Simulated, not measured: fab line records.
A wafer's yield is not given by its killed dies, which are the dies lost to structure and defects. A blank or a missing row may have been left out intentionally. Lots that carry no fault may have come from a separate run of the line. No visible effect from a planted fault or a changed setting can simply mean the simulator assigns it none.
fab line records + flow n5-finfet
record:
- lots: 15
- wafers: 45
- last-day: 17
route steps=1938 shown MOL_CONTACT_COAG@618 BEOL_M0_SAQP@632
lots that met no fault: taken from a fault-free run of the same line
start-h: start of the lot's first displayed wafer, in hours after the record's first day + wait-h: hours from the lot's prior step to this one + " the same as in the row above + L1.1+2: several wafers, shown together as one row + - no value, or no start given + * or withheld: withheld + < > ~ a bound
route shown NAME@n: names a module that has steps shown in the file, with the first one's number in the route + usual: average and standard deviation across the fault-free wafers + same: alike in all rows + chamber/n: place in a boat + sites: per-site readings + _std_site: how widely they spread, as a standard deviation + _edge_site: outer sites' mean less inner sites' + radius-mm: for every site, how far away it sits from the centre of the wafer + mask NAME#n: copy n + behind: the last tool/chamber to shape the wafer + hold: reason for holding the lot/hours on hold/outcome of the hold + device: transistor that didn't switch, given as n, p or np + end of line: tests of these same wafers at the route's end + step lacking rows: just its recipe + killed: count of dies lost to structure and defects at first sort (not the wafer's yield) + map: per-die view of a wafer (x killed, . not killed, _ where there is no die)
set.NAME: setting as actually run; set.NAME@STEP: the setting as run at that earlier step + model.NAME: the simulator's own value behind a step, which no gauge read
one table for each step of the route and one row for each wafer, over a sample of lots
services: when a tool's chamber went out of use (start-h, in hours from the record's first day, below 0 if earlier), for how many hours, and the reason
== steps ==
step: N5_MOL_CONTACT_COAG_STRIP_72
recipe:
- chemistry: N2/H2
- power-w: 450
- temp-c: 40
- pressure-mtorr: 20
- rf-frequency-hz: 6e+07
- overash-fraction: 3
- bias-power-w: 7
- h2-frac: 0.5
- n2-flow-sccm: 200
- h2-flow-sccm: 200
usual:
- drypump-motor-current-A: 5.6/0.4
- oes-product-au: 0.77/0.076
- rf-vpp-V: 58.9/2
- showerhead-plenum-p-Torr: 2.51/0.081
- throttle-valve-pct: 23.6/0.46
| lot.wafer | tool        | chamber | start-h | wait-h | drypump-motor-current-A | oes-product-au | rf-hours-counter-h | rf-vpp-V | showerhead-plenum-p-Torr | throttle-valve-pct |
|-----------|-------------|---------|---------|--------|-------------------------|----------------|--------------------|----------|--------------------------|--------------------|
| L577.1    | rie-diel-02 | 0       | 102.09  | 0.0    | 5.9                     | 0.73           | 205                | 60.1     | 2.62                     | 23.2               |
| L577.3    | "           | 3       | "       | "      | 5.2                     | 0.89           | 22                 | 56.4     | 2.51                     | 24.0               |
| L577.6    | "           | 1       | "       | "      | 5.7                     | 0.73           | -                  | 57.7     | 2.42                     | 23.2               |
| L579.4    | rie-diel-06 | 3       | 116.48  | 0.0    | 5.5                     | 0.89           | 37                 | 56.0     | 2.48                     | 23.5               |
| L579.5    | "           | 0       | "       | "      | 5.7                     | 0.69           | -                  | 60.7     | 2.52                     | 23.7               |
| L579.6    | "           | 3       | "       | "      | 5.5                     | 0.90           | -                  | 60.4     | 2.48                     | 23.5               |
| L580.2    | rie-diel-02 | 0       | 118.75  | 0.0    | 5.9                     | 0.74           | 209                | 60.3     | 2.62                     | 23.2               |
| L580.3    | "           | 1       | "       | "      | 5.7                     | 0.72           | 179                | 56.9     | 2.41                     | 23.2               |
| L580.6    | "           | 0       | "       | "      | 5.9                     | 0.73           | -                  | 59.3     | 2.62                     | 23.2               |
| L581.1    | rie-diel-06 | 3       | 129.80  | 0.0    | 5.5                     | 0.87           | 43                 | 60.1     | 2.48                     | 23.5               |
| L581.5    | "           | 1       | "       | "      | 6.2                     | 0.97           | -                  | 59.4     | 2.49                     | 23.8               |
| L581.6    | "           | 0       | "       | "      | 5.7                     | 0.66           | -                  | 60.0     | 2.52                     | 23.7               |
| L582.1    | rie-diel-02 | 1       | 131.69  | 0.0    | 5.7                     | 0.73           | 184                | 59.9     | 2.41                     | 23.2               |
| L582.4    | "           | 0       | "       | "      | 5.9                     | 0.73           | 214                | 54.9     | 2.62                     | 23.2               |
| L582.5    | "           | 2       | "       | "      | 4.8                     | 0.74           | -                  | 58.7     | 2.65                     | 23.6               |
| L584.2    | rie-diel-04 | 3       | 141.01  | 0.0    | 5.5                     | 0.80           | 108                | 55.8     | 2.41                     | 22.9               |
| L584.3    | "           | 0       | "       | "      | 6.1                     | 0.75           | 198                | 63.1     | 2.64                     | 23.6               |
| L584.6    | "           | 0       | "       | "      | 6.1                     | 0.73           | -                  | 57.4     | 2.64                     | 23.6               |
| L583.3    | rie-diel-02 | 3       | 149.50  | 0.0    | 5.2                     | 0.87           | 39                 | 63.5     | 2.50                     | 24.1               |
| L583.4    | "           | 2       | "       | "      | 4.8                     | 0.74           | 168                | 58.4     | 2.65                     | 23.6               |
| L583.5    | "           | 1       | "       | "      | 5.7                     | 0.73           | -                  | 58.2     | 2.41                     | 23.2               |
| L585.3    | rie-diel-06 | 1       | 153.64  | 0.0    | 6.2                     | 0.92           | 28                 | 56.7     | 2.49                     | 23.8               |
| L585.5    | "           | 0       | "       | "      | 5.7                     | 0.65           | -                  | 57.4     | 2.51                     | 23.7               |
| L585.6    | "           | 3       | "       | "      | 5.5                     | 0.86           | -                  | 57.1     | 2.47                     | 23.5               |
| L591.4    | rie-diel-02 | 3       | 183.52  | 0.0    | 5.2                     | 0.84           | 48                 | 57.7     | 2.50                     | 24.0               |
| L591.5    | "           | 1       | "       | "      | 5.7                     | 0.71           | -                  | 59.1     | 2.41                     | 23.2               |
| L591.6    | "           | 2       | "       | "      | 4.8                     | 0.74           | -                  | 59.3     | 2.64                     | 23.6               |
| L593.4    | rie-diel-06 | 3       | 197.34  | 0.0    | 5.5                     | 0.82           | 71                 | 58.7     | 2.46                     | 23.6               |
| L593.5    | "           | 0       | "       | "      | 5.7                     | 0.98           | -                  | 59.4     | 2.51                     | 23.5               |
| L593.6    | "           | 3       | "       | "      | 5.5                     | 0.84           | -                  | 60.2     | 2.46                     | 23.5               |
| L594.2    | rie-diel-02 | 2       | 207.59  | 0.0    | 4.9                     | 0.73           | 188                | 63.0     | 2.64                     | 23.6               |
| L594.4    | "           | 1       | "       | "      | 5.6                     | 0.72           | 208                | 57.6     | 2.40                     | 23.2               |
| L594.6    | "           | 1       | "       | "      | 5.7                     | 0.70           | -                  | 59.5     | 2.40                     | 23.2               |
| L596.2    | rie-diel-04 | 1       | 215.99  | 0.0    | 5.2                     | 0.75           | 166                | 57.6     | 2.44                     | 24.5               |
| L596.4    | "           | 3       | "       | "      | 5.5                     | 0.78           | 135                | 57.6     | 2.40                     | 23.0               |
| L596.5    | "           | 1       | "       | "      | 5.1                     | 0.75           | -                  | 63.2     | 2.44                     | 24.5               |
| L598.2    | rie-diel-04 | 1       | 225.77  | 0.0    | 5.1                     | 0.77           | 169                | 58.5     | 2.44                     | 24.5               |
| L598.5    | "           | 3       | "       | "      | 5.5                     | 0.76           | -                  | 58.8     | 2.40                     | 23.0               |
| L598.6    | "           | 0       | "       | "      | 6.1                     | 0.73           | -                  | 60.5     | 2.62                     | 23.7               |
| L599.2    | rie-diel-04 | 1       | 236.33  | 0.0    | 5.1                     | 0.74           | 173                | 58.2     | 2.44                     | 24.6               |
| L599.4    | "           | 2       | "       | "      | 6.0                     | 0.69           | 228                | 58.0     | 2.49                     | 23.3               |
| L599.5    | "           | 3       | "       | "      | 5.5                     | 0.77           | -                  | 58.3     | 2.40                     | 23.0               |
| L600.3    | rie-diel-04 | 1       | 242.13  | 0.0    | 5.2                     | 0.76           | 175                | 59.0     | 2.44                     | 24.5               |
| L600.4    | "           | 3       | "       | "      | 5.5                     | 0.75           | 144                | 59.5     | 2.40                     | 23.0               |
| L600.5    | "           | 1       | "       | "      | 5.1                     | 0.75           | -                  | 61.9     | 2.44                     | 24.5               |
step: N5_BEOL_M0_SAQP_PECVD_00
recipe:
- material: SiCN
- target-thk-a: 80
- temp-c: withheld
- precursor: 3MS/NH3
- pressure-torr: 3
- rf-w: 202
- time-s: 14
usual:
- showerhead-plenum-p-Torr: 3.665/0.017
- throttle-valve-pct: 9.0/0.78
| lot.wafer | tool     | chamber | start-h | wait-h | showerhead-plenum-p-Torr | throttle-valve-pct |
|-----------|----------|---------|---------|--------|--------------------------|--------------------|
| L577.1    | pecvd-02 | 0       | 106.46  | 0.2    | 3.676                    | 8.6                |
| L577.3    | "        | 2       | "       | "      | 3.651                    | 8.6                |
| L577.6    | "        | 1       | "       | "      | 3.690                    | 10.3               |
| L580.2    | pecvd-03 | 2       | 131.56  | 0.2    | 3.645                    | 8.4                |
| L580.3    | "        | 0       | "       | "      | 3.668                    | 10.2               |
| L580.6    | "        | 0       | "       | "      | 3.690                    | 10.6               |
| L579.4    | pecvd-04 | 2       | 131.58  | 0.1    | 3.671                    | 8.7                |
| L579.5    | "        | 1       | "       | "      | 3.668                    | 9.0                |
| L579.6    | "        | 0       | "       | "      | 3.650                    | 8.6                |
| L581.1    | pecvd-02 | 2       | 134.56  | 0.2    | 3.648                    | 8.4                |
| L581.5    | "        | 1       | "       | "      | 3.691                    | 10.4               |
| L581.6    | "        | 2       | "       | "      | 3.651                    | 8.5                |
| L582.1    | pecvd-03 | 2       | 137.55  | 0.2    | 3.653                    | 8.0                |
| L582.4    | "        | 1       | "       | "      | 3.648                    | 8.2                |
| L582.5    | "        | 0       | "       | "      | 3.673                    | 10.5               |
| L584.2    | pecvd-02 | 1       | 145.66  | 0.2    | 3.686                    | 10.4               |
| L584.3    | "        | 0       | "       | "      | 3.667                    | 8.4                |
| L584.6    | "        | 2       | "       | "      | 3.644                    | 8.4                |
| L583.3    | pecvd-04 | 2       | 153.87  | 0.1    | 3.670                    | 9.1                |
| L583.4    | "        | 1       | "       | "      | 3.680                    | 9.1                |
| L583.5    | "        | 2       | "       | "      | 3.670                    | 9.1                |
| L585.3    | pecvd-03 | 2       | 158.02  | 0.1    | 3.657                    | 8.3                |
| L585.5    | "        | 2       | "       | "      | 3.653                    | 8.3                |
| L585.6    | "        | 1       | "       | "      | 3.632                    | 8.3                |
| L591.4    | pecvd-02 | 1       | 189.07  | 0.1    | 3.697                    | 10.2               |
| L591.5    | "        | 2       | "       | "      | 3.655                    | 8.3                |
| L591.6    | "        | 0       | "       | "      | 3.676                    | 8.5                |
| L593.4    | pecvd-04 | 2       | 201.72  | 0.1    | 3.664                    | 9.1                |
| L593.5    | "        | 1       | "       | "      | 3.679                    | 8.8                |
| L593.6    | "        | 0       | "       | "      | 3.646                    | 8.4                |
| L594.2    | pecvd-03 | 0       | 211.95  | 0.2    | 3.680                    | 10.5               |
| L594.4    | "        | 1       | "       | "      | 3.641                    | 8.2                |
| L594.6    | "        | 1       | "       | "      | 3.639                    | 8.3                |
| L596.2    | pecvd-03 | 0       | 220.35  | 0.2    | 3.686                    | 10.4               |
| L596.4    | "        | 0       | "       | "      | 3.678                    | 10.0               |
| L596.5    | "        | 0       | "       | "      | 3.687                    | 10.2               |
| L598.2    | pecvd-04 | 2       | 230.14  | 0.2    | 3.675                    | 9.1                |
| L598.5    | "        | 2       | "       | "      | 3.672                    | 8.9                |
| L598.6    | "        | 1       | "       | "      | 3.671                    | 9.3                |
| L599.2    | pecvd-03 | 0       | 240.70  | 0.2    | 3.678                    | 10.4               |
| L599.4    | "        | 1       | "       | "      | 3.644                    | 8.4                |
| L599.5    | "        | 0       | "       | "      | 3.685                    | 10.5               |
| L600.3    | pecvd-04 | 1       | 246.51  | 0.1    | 3.681                    | 9.1                |
| L600.4    | "        | 2       | "       | "      | 3.653                    | 9.3                |
| L600.5    | "        | 2       | "       | "      | 3.664                    | 8.7                |
step: N5_BEOL_M0_SAQP_EXPOSE_11
recipe:
- mask-id: M0_CORE
- na: 1.35
- source-shape: dipole
- sigma-inner: 0.538
- sigma-outer: 0.738
- polarization: te
- target-cd-nm: 42
- dose-mj: 55
usual:
- dipole-opening-deg: 40/0
- exposure-dose-mJ-cm2: 54.97/0.057
- stage-vel-mm-s: 499.98/0.25
| lot.wafer | tool            | chamber | start-h | wait-h | mask      | dipole-opening-deg | exposure-dose-mJ-cm2 | stage-vel-mm-s |
|-----------|-----------------|---------|---------|--------|-----------|--------------------|----------------------|----------------|
| L577.1    | arfi-scanner-01 | 0       | 109.08  | -      | M0_CORE#0 | 40                 | 54.99                | 499.79         |
| L577.3    | "               | 0       | "       | "      | M0_CORE#0 | 40                 | 54.93                | 499.81         |
| L577.6    | "               | 0       | "       | "      | M0_CORE#0 | 40                 | 55.02                | 500.32         |
| L580.2    | arfi-scanner-03 | 0       | 132.90  | -      | M0_CORE#0 | 40                 | 54.91                | 499.81         |
| L580.3    | "               | 0       | "       | "      | M0_CORE#0 | 40                 | 54.93                | 499.91         |
| L580.6    | "               | 0       | "       | "      | M0_CORE#0 | 40                 | 54.96                | 499.60         |
| L579.4    | arfi-scanner-03 | 0       | 132.96  | -      | M0_CORE#0 | 40                 | 55.04                | 500.31         |
| L579.5    | "               | 0       | "       | "      | M0_CORE#0 | 40                 | 55.11                | 500.13         |
| L579.6    | "               | 0       | "       | "      | M0_CORE#0 | 40                 | 55.14                | 500.34         |
| L581.1    | arfi-scanner-03 | 0       | 135.78  | -      | M0_CORE#0 | 40                 | 54.94                | 499.98         |
| L581.5    | "               | 0       | "       | "      | M0_CORE#0 | 40                 | 54.99                | 499.60         |
| L581.6    | "               | 0       | "       | "      | M0_CORE#0 | 40                 | 54.96                | 499.64         |
| L582.1    | arfi-scanner-02 | 0       | 141.02  | -      | M0_CORE#0 | 40                 | 54.98                | 500.25         |
| L582.4    | "               | 0       | "       | "      | M0_CORE#0 | 40                 | 54.90                | 500.09         |
| L582.5    | "               | 0       | "       | "      | M0_CORE#0 | 40                 | 54.86                | 499.90         |
| L584.2    | arfi-scanner-02 | -       | 148.53  | -      | M0_CORE#0 | -                  | -                    | -              |
| L584.3    | "               | -       | "       | "      | M0_CORE#0 | -                  | -                    | -              |
| L584.6    | "               | -       | "       | "      | M0_CORE#0 | -                  | -                    | -              |
| L583.3    | arfi-scanner-02 | -       | 154.96  | -      | M0_CORE#0 | -                  | -                    | -              |
| L583.4    | "               | -       | "       | "      | M0_CORE#0 | -                  | -                    | -              |
| L583.5    | "               | -       | "       | "      | M0_CORE#0 | -                  | -                    | -              |
| L585.3    | arfi-scanner-03 | -       | 160.17  | -      | M0_CORE#0 | -                  | -                    | -              |
| L585.5    | "               | -       | "       | "      | M0_CORE#0 | -                  | -                    | -              |
| L585.6    | "               | -       | "       | "      | M0_CORE#0 | -                  | -                    | -              |
| L591.4    | arfi-scanner-03 | 0       | 189.83  | -      | M0_CORE#0 | 40                 | 55.01                | 499.92         |
| L591.5    | "               | 0       | "       | "      | M0_CORE#0 | 40                 | 54.97                | 499.92         |
| L591.6    | "               | 0       | "       | "      | M0_CORE#0 | 40                 | 55.01                | 500.37         |
| L593.4    | arfi-scanner-03 | 0       | 203.38  | -      | M0_CORE#0 | 40                 | 54.88                | 499.86         |
| L593.5    | "               | 0       | "       | "      | M0_CORE#0 | 40                 | 54.98                | 500.10         |
| L593.6    | "               | 0       | "       | "      | M0_CORE#0 | 40                 | 54.89                | 500.13         |
| L594.2    | arfi-scanner-02 | 0       | 213.95  | -      | M0_CORE#0 | 40                 | 54.90                | 499.89         |
| L594.4    | "               | 0       | "       | "      | M0_CORE#0 | 40                 | 54.96                | 500.03         |
| L594.6    | "               | 0       | "       | "      | M0_CORE#0 | 40                 | 54.91                | 500.03         |
| L596.2    | arfi-scanner-03 | 0       | 221.72  | -      | M0_CORE#0 | 40                 | 54.97                | 499.51         |
| L596.4    | "               | 0       | "       | "      | M0_CORE#0 | 40                 | 54.96                | 499.76         |
| L596.5    | "               | 0       | "       | "      | M0_CORE#0 | 40                 | 54.85                | 499.53         |
| L598.2    | arfi-scanner-01 | 0       | 231.70  | -      | M0_CORE#0 | 40                 | 55.09                | 500.57         |
| L598.5    | "               | 0       | "       | "      | M0_CORE#0 | 40                 | 55.02                | 500.34         |
| L598.6    | "               | 0       | "       | "      | M0_CORE#0 | 40                 | 55.01                | 500.20         |
| L599.2    | arfi-scanner-02 | 0       | 242.29  | -      | M0_CORE#0 | 40                 | 55.01                | 499.90         |
| L599.4    | "               | 0       | "       | "      | M0_CORE#0 | 40                 | 54.93                | 499.93         |
| L599.5    | "               | 0       | "       | "      | M0_CORE#0 | 40                 | 54.93                | 499.95         |
| L600.3    | arfi-scanner-01 | 0       | 248.31  | -      | M0_CORE#0 | 40                 | 54.99                | 500.34         |
| L600.4    | "               | 0       | "       | "      | M0_CORE#0 | 40                 | 54.97                | 499.89         |
| L600.5    | "               | 0       | "       | "      | M0_CORE#0 | 40                 | 54.91                | 500.17         |
step: N5_BEOL_M0_SAQP_DESCUM_19
recipe:
- chemistry: O2
- time-s: 7.9
- source-power-w: 50
- bias-power-w: 20
- pressure-mtorr: 20
- rf-frequency-hz: 2.712e+07
- temp-c: 40
- resist: CAR-ArF
- o2-flow-sccm: 225
usual:
- drypump-motor-current-A: 5.8/0.46
- oes-product-au: 0.81/0.089
- rf-vpp-V: 242.8/1.1
- showerhead-plenum-p-Torr: 2.06/0.052
- throttle-valve-pct: 20.29/0.26
| lot.wafer | tool        | chamber | start-h | wait-h | drypump-motor-current-A | oes-product-au | rf-hours-counter-h | rf-vpp-V | showerhead-plenum-p-Torr | throttle-valve-pct |
|-----------|-------------|---------|---------|--------|-------------------------|----------------|--------------------|----------|--------------------------|--------------------|
| L577.1    | rie-diel-01 | 1       | 109.30  | 0.0    | 5.7                     | 0.68           | 210                | 243.0    | 1.98                     | 20.44              |
| L577.3    | "           | 2       | "       | "      | 5.6                     | 0.93           | 15                 | 241.8    | 2.05                     | 20.25              |
| L577.6    | "           | 1       | "       | "      | 5.7                     | 0.68           | -                  | 242.9    | 1.98                     | 20.45              |
| L580.2    | rie-diel-05 | 3       | 133.42  | 0.3    | 5.5                     | 0.98           | 6                  | 243.8    | 2.13                     | 20.30              |
| L580.3    | "           | 2       | "       | "      | 5.7                     | 0.89           | 31                 | 244.8    | 2.12                     | 19.89              |
| L580.6    | "           | 1       | "       | "      | 5.4                     | 0.85           | -                  | 244.4    | 2.11                     | 19.98              |
| L579.4    | rie-diel-01 | 2       | 133.68  | 0.6    | 5.6                     | 0.92           | 22                 | 243.3    | 2.05                     | 20.26              |
| L579.5    | "           | 3       | "       | "      | 6.3                     | 0.76           | -                  | 241.3    | 1.99                     | 20.11              |
| L579.6    | "           | 0       | "       | "      | 6.0                     | 0.74           | -                  | 242.0    | 2.11                     | 20.64              |
| L581.1    | rie-diel-03 | 0       | 135.99  | 0.0    | 6.5                     | 0.70           | 226                | 243.1    | 2.05                     | 20.48              |
| L581.5    | "           | 2       | "       | "      | 5.2                     | 0.73           | -                  | 243.3    | 2.09                     | 20.62              |
| L581.6    | "           | 0       | "       | "      | 6.6                     | 0.71           | -                  | 242.2    | 2.05                     | 20.47              |
| L582.1    | rie-diel-05 | 0       | 141.24  | 0.0    | 6.4                     | 0.79           | 89                 | 244.1    | 2.03                     | 20.54              |
| L582.4    | "           | 3       | "       | "      | 5.5                     | 0.98           | 8                  | 243.8    | 2.13                     | 20.28              |
| L582.5    | "           | 1       | "       | "      | 5.5                     | 0.83           | -                  | 243.2    | 2.11                     | 19.99              |
| L584.2    | rie-diel-03 | 0       | 148.74  | 0.0    | 6.5                     | 0.71           | 229                | 241.4    | 2.05                     | 20.48              |
| L584.3    | "           | 1       | "       | "      | 4.7                     | 0.94           | 20                 | 241.6    | 2.04                     | 20.39              |
| L584.6    | "           | 1       | "       | "      | 4.7                     | 0.95           | -                  | 242.4    | 2.04                     | 20.38              |
| L583.3    | rie-diel-01 | 3       | 155.16  | 0.0    | 6.3                     | 0.76           | 118                | 241.8    | 1.99                     | 20.12              |
| L583.4    | "           | 0       | "       | "      | 6.1                     | 0.74           | 146                | 244.2    | 2.11                     | 20.67              |
| L583.5    | "           | 3       | "       | "      | 6.3                     | 0.76           | -                  | 242.6    | 1.99                     | 20.12              |
| L585.3    | rie-diel-01 | 1       | 160.55  | 0.2    | 5.7                     | 0.67           | 226                | 243.0    | 1.97                     | 20.48              |
| L585.5    | "           | 0       | "       | "      | 6.0                     | 0.74           | -                  | 243.4    | 2.11                     | 20.69              |
| L585.6    | "           | 3       | "       | "      | 6.3                     | 0.75           | -                  | 242.8    | 1.99                     | 20.13              |
| L591.4    | rie-diel-05 | 1       | 190.04  | 0.0    | 5.5                     | 0.82           | -                  | 245.3    | 2.10                     | 20.01              |
| L591.5    | "           | 0       | "       | "      | 6.4                     | 0.79           | -                  | 241.6    | 2.03                     | 20.54              |
| L591.6    | "           | 2       | "       | "      | 5.7                     | 0.87           | -                  | 243.6    | 2.11                     | 19.93              |
| L593.4    | rie-diel-01 | 2       | 203.58  | 0.0    | 5.6                     | 0.88           | 44                 | 242.3    | 2.04                     | 20.28              |
| L593.5    | "           | 0       | "       | "      | 6.0                     | 0.73           | -                  | 242.4    | 2.11                     | 20.69              |
| L593.6    | "           | 3       | "       | "      | 6.3                     | 0.75           | -                  | 243.6    | 1.99                     | 20.13              |
| L594.2    | rie-diel-01 | 1       | 214.16  | 0.0    | 5.7                     | 0.66           | 243                | 241.4    | 1.97                     | 20.50              |
| L594.4    | "           | 2       | "       | "      | 5.6                     | 0.87           | 48                 | 242.2    | 2.04                     | 20.30              |
| L594.6    | "           | 2       | "       | "      | 5.6                     | 0.87           | -                  | 242.7    | 2.04                     | 20.28              |
| L596.2    | rie-diel-05 | 0       | 221.93  | 0.0    | 6.4                     | 0.77           | 114                | 242.3    | 2.02                     | 20.56              |
| L596.4    | "           | 2       | "       | "      | 5.7                     | 0.84           | 58                 | 243.8    | 2.11                     | 19.93              |
| L596.5    | "           | 3       | "       | "      | 5.5                     | 0.93           | -                  | 245.2    | 2.13                     | 20.30              |
| L598.2    | rie-diel-05 | 3       | 231.91  | 0.0    | 5.5                     | 0.93           | 26                 | 244.0    | 2.12                     | 20.32              |
| L598.5    | "           | 1       | "       | "      | 5.4                     | 0.82           | -                  | 244.1    | 2.10                     | 20.03              |
| L598.6    | "           | 2       | "       | "      | 5.7                     | 0.85           | -                  | 242.4    | 2.10                     | 19.95              |
| L599.2    | rie-diel-05 | 3       | 242.50  | 0.0    | 5.5                     | 0.92           | 30                 | 243.7    | 2.12                     | 20.32              |
| L599.4    | "           | 2       | "       | "      | 5.7                     | 0.84           | 66                 | 243.5    | 2.10                     | 19.95              |
| L599.5    | "           | 2       | "       | "      | 5.7                     | 0.83           | -                  | 242.9    | 2.10                     | 19.95              |
| L600.3    | rie-diel-05 | 3       | 248.51  | 0.0    | 5.5                     | 0.92           | 33                 | 244.8    | 2.12                     | 20.34              |
| L600.4    | "           | 2       | "       | "      | 5.7                     | 0.83           | 68                 | 243.1    | 2.10                     | 19.95              |
| L600.5    | "           | 2       | "       | "      | 5.8                     | 0.84           | -                  | 242.8    | 2.10                     | 19.95              |
== services ==
| tool            | chamber | start-h | hours | kind   |
|-----------------|---------|---------|-------|--------|
| arfi-scanner-02 | -       | 80.24   | 36.0  | pm     |
| rie-diel-05     | 2       | 84.23   | 6.4   | repair |
| arfi-scanner-03 | -       | 96.91   | 0.4   | repair |
| arfi-scanner-03 | -       | 105.85  | 1.0   | pm     |
| pecvd-03        | 2       | 116.78  | 12.4  | repair |
| rie-diel-01     | 2       | 125.19  | 5.3   | repair |
| arfi-scanner-03 | -       | 127.10  | 5.3   | repair |
| arfi-scanner-03 | -       | 137.90  | 1.3   | pm     |
| arfi-scanner-03 | -       | 151.07  | 4.9   | pm     |
| rie-diel-05     | 3       | 157.68  | 15.8  | repair |
| rie-diel-02     | 3       | 166.84  | 4.9   | repair |
| arfi-scanner-03 | -       | 169.38  | 0.8   | pm     |
| pecvd-03        | -       | 174.60  | 0.8   | pm     |
| rie-diel-02     | -       | 177.25  | 2.8   | pm     |
| pecvd-03        | -       | 182.50  | 5.7   | repair |
| arfi-scanner-03 | -       | 183.49  | 3.9   | pm     |
| arfi-scanner-03 | -       | 193.25  | 1.0   | pm     |
| rie-diel-02     | 0       | 197.42  | 3.8   | repair |
| pecvd-03        | 2       | 209.27  | 11.5  | repair |
| pecvd-03        | 1       | 212.26  | 4.4   | repair |
| rie-diel-05     | 3       | 215.50  | 3.4   | repair |
| rie-diel-05     | 1       | 223.62  | 5.1   | repair |
| arfi-scanner-03 | -       | 240.59  | 2.0   | repair |
| pecvd-03        | 1       | 244.59  | 14.5  | repair |
== key ==
first-sign:
- step: N5_BEOL_M0_SAQP_EXPOSE_11
- reading: tool-record
- direction: missing
effect none on later readings
met-at N5_BEOL_M0_SAQP_EXPOSE_11
struck-lots L583,L584,L585
later-rows-left-out L583.3,L583.4,L583.5,L584.2,L584.3,L584.6,L585.3,L585.5,L585.6
sort-left-out L583.3,L583.4,L583.5,L584.2,L584.3,L584.6,L585.3,L585.5,L585.6
not-acting-at N5_MOL_CONTACT_COAG_STRIP_72,N5_BEOL_M0_SAQP_PECVD_00,N5_BEOL_M0_SAQP_DESCUM_19
onset-between 141.02 148.53
fault:
- kind: skipped-step-whole
- tool: arfi-scanner-02,arfi-scanner-03
- chamber: -
- onset-h: 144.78
- steps: N5_BEOL_M0_SAQP_EXPOSE_11
- scope: struck-lots-only
sort-left-out: the simulated sort isn't trusted on such a fault, so these wafers' sort isn't shown, and their yield isn't known
later-rows-left-out: the simulator's readings of these wafers behind a module that went badly wrong aren't trusted and aren't shown, but for the sort
